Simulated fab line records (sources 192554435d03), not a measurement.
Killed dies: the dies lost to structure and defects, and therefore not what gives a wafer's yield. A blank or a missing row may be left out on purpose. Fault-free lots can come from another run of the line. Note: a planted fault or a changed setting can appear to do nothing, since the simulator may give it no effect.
Matching of chambers :: flow n5_finfet :: 4 sister chambers for N5_BEOL_M1_STRIP_66 on rie_diel-05
The step strips in CF4. 4 wafers are shown with their chamber, then 11 later ones without.

== EACH WAFER AND ITS CHAMBER ==
wafer: L083.1
chamber: 1
showerhead_plenum_p_Torr (Torr): 1.79

wafer: L084.3
chamber: 2
showerhead_plenum_p_Torr (Torr): 1.83

wafer: L084.5
chamber: 3
showerhead_plenum_p_Torr (Torr): 1.76

wafer: L085.3
chamber: 0
showerhead_plenum_p_Torr (Torr): 1.85

== WAFERS WITHOUT THEIR CHAMBER ==
wafer: L085.5
showerhead_plenum_p_Torr (Torr): 1.76

wafer: L085.6
showerhead_plenum_p_Torr (Torr): 1.85

wafer: L092.3
showerhead_plenum_p_Torr (Torr): 1.79

wafer: L092.4
showerhead_plenum_p_Torr (Torr): 1.84

wafer: L092.6
showerhead_plenum_p_Torr (Torr): 1.79

wafer: L093.3
showerhead_plenum_p_Torr (Torr): 1.76

wafer: L093.4
showerhead_plenum_p_Torr (Torr): 1.82

wafer: L093.6
showerhead_plenum_p_Torr (Torr): 1.79

wafer: L094.1
showerhead_plenum_p_Torr (Torr): 1.76

wafer: L094.5
showerhead_plenum_p_Torr (Torr): 1.76

wafer: L094.6
showerhead_plenum_p_Torr (Torr): 1.84

== THE CHAMBER EACH PASSED THROUGH ==
wafer: L085.5
from the rows above: 3
in truth: 3

wafer: L085.6
from the rows above: 0
in truth: 0

wafer: L092.3
from the rows above: 1
in truth: 1

wafer: L092.4
from the rows above: can't be placed: 0 or 2
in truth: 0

wafer: L092.6
from the rows above: 1
in truth: 1

wafer: L093.3
from the rows above: 3
in truth: 3

wafer: L093.4
from the rows above: 2
in truth: 2

wafer: L093.6
from the rows above: 1
in truth: 1

wafer: L094.1
from the rows above: 3
in truth: 3

wafer: L094.5
from the rows above: 3
in truth: 3

wafer: L094.6
from the rows above: can't be placed: 0 or 2
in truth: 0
Correctly placed: 9 of 11. These rows do not allow placing 2 (true chamber among the candidates in 2). Placed wrongly: 0.
How it was worked out, from the rows above alone: a wafer's distance from a chamber is the root of the sum, over the readings, of the square of ((its reading less the chamber's mean) divided by the reading's scatter). The wafer belongs to the nearest chamber; if the next one is less than 2 further off, it can't be placed. The mean given for a chamber averages the wafers shown for that chamber. The scatter: with one shown wafer a chamber, the root of the mean of the squares of how far each hidden wafer lies from its nearest shown one.
